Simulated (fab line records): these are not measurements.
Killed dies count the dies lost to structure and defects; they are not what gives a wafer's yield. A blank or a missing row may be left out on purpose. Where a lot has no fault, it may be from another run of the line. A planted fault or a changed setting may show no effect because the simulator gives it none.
Matching of chambers :: flow nandHarc :: pecvd-01 running NHARC_A_CONTACT_DEP_24: 3 sister chambers
The step deposits SiO2, target thk 500 nm. 3 wafers are shown with their chamber, then 11 later ones without.

WAFERS PAIRED WITH THEIR CHAMBERS
wafer: L082.5
chamber: 2
heaterPowerW (W): 637

wafer: L083.4
chamber: 0
heaterPowerW (W): 746

wafer: L084.1
chamber: 1
heaterPowerW (W): 477

WAFERS MISSING THEIR CHAMBER
wafer: L084.3
heaterPowerW (W): 714

wafer: L084.6
heaterPowerW (W): 756

wafer: L087.3
heaterPowerW (W): 645

wafer: L087.5
heaterPowerW (W): 428

wafer: L087.6
heaterPowerW (W): 684

wafer: L092.1
heaterPowerW (W): 556

wafer: L092.3
heaterPowerW (W): 720

wafer: L092.5
heaterPowerW (W): 603

wafer: L093.3
heaterPowerW (W): 625

wafer: L093.4
heaterPowerW (W): 675

wafer: L093.5
heaterPowerW (W): 366

WHICH CHAMBER EACH ONE RAN IN
wafer: L084.3
from the rows above: can't be placed: 0 or 2
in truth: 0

wafer: L084.6
from the rows above: 0
in truth: 0

wafer: L087.3
from the rows above: can't be placed: 2 or 0
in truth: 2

wafer: L087.5
from the rows above: 1
in truth: 1

wafer: L087.6
from the rows above: can't be placed: 2 or 0
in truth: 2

wafer: L092.1
from the rows above: can't be placed: 1 or 2
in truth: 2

wafer: L092.3
from the rows above: can't be placed: 0 or 2
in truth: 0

wafer: L092.5
from the rows above: can't be placed: 2 or 1
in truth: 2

wafer: L093.3
from the rows above: 2
in truth: 2

wafer: L093.4
from the rows above: can't be placed: 2 or 0
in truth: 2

wafer: L093.5
from the rows above: 1
in truth: 1
Correct placement for 4 of the 11. These rows do not allow placing 7 (true chamber among the candidates in 7). Wrongly placed: 0.
How it was worked out, from the rows above alone: a wafer's distance from a chamber is the root of the sum, over the readings, of the square of ((its reading less the chamber's mean) divided by the reading's scatter). The wafer belongs to the nearest chamber; if the next one is less than 2 further off, it can't be placed. A chamber's mean is the mean of its shown wafers. The scatter: root of mean squared gap, hidden wafer to nearest shown wafer, with one shown wafer a chamber.
